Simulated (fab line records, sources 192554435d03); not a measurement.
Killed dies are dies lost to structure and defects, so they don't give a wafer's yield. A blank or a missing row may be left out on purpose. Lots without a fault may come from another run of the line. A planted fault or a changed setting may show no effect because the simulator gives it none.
Problem report in the 8D (eight disciplines) form, filled by code | flow n5_finfet | the parts of the form that need people (team, actions taken, sign-off) are left out

1. THE PROBLEM
spin_speed_rpm at N5_BEOL_M8_COAT_60 reads a mean of 1596.1 rpm on 6 wafers of 2 lots; wafers without a fault read 1499.9 rpm with a standard deviation of 0.99. That is +97 standard deviations from the usual mean.
The step: time 60 s, resist thk 35 nm.
First seen on wafer L323.1, day 13 01:49, on litho_track-05. The record holds 12 wafers of 4 lots with a number at this step. Rule for "out", or "out of limits": more than 4 standard deviations from the usual mean. The other wafers with a number count as sound.

2. WHAT IT IS AND WHAT IT IS NOT
question                    | is                     | is not
which readings at this step | spin_speed_rpm         | resist_line_temp_C
which lots                  | L323, L324             | L314, L321
which wafers of those lots  | all that have a number | -
read on which tools         | litho_track-05         | litho_track-03
when                        | from day 13 01:49      | up to then (3 sound wafers); but 3 sound wafers of L321 came after

3. SUSPECTS, AND WHAT RULES EACH OUT
Counting: a tool at a process step up to the reading stays a suspect if it ran every lot that is out and no sound lot after the first of them.
- litho_track-05 at N5_BEOL_M8_COAT_60 (time 60 s, resist thk 35 nm): kept. It ran every lot that is out, first L323 (day 13 01:49), and no sound lot after that; its last sound lot up to then is L314 (day 10 20:10). Its own readings are out on those wafers: spin_speed_rpm.
Left after counting: litho_track-05 at N5_BEOL_M8_COAT_60.

4. THE CAUSE (what the simulator had put in)
Process parameter drift: litho_track-05, from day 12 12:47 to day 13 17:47, at N5_BEOL_M8_COAT_60. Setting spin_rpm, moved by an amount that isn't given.
Counting left only this tool.

5. THE CHAIN OF EFFECTS, in route order
Each row: a reading whose mean over the struck wafers that have a number lies more than 3 standard deviations from the usual. Only readings for which the record gives a usual standard deviation are gone through. hours: the time from each lot's start at the first step in this table that gives one to its start at this step, as a median over the lots. sigmas: the change in usual standard deviations.
hours | step               | reading        | usual      | on struck wafers | change | sigmas
0     | N5_BEOL_M8_COAT_60 | spin_speed_rpm | 1499.9 rpm | 1596.1           | +96.2  | +97
The process steps in it:
- N5_BEOL_M8_COAT_60: time 60 s, resist thk 35 nm.

6. WHAT WOULD HAVE CAUGHT IT SOONER
In this record the first reading out of limits was taken at day 13 01:49, 13 hours after the fault began at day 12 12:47.
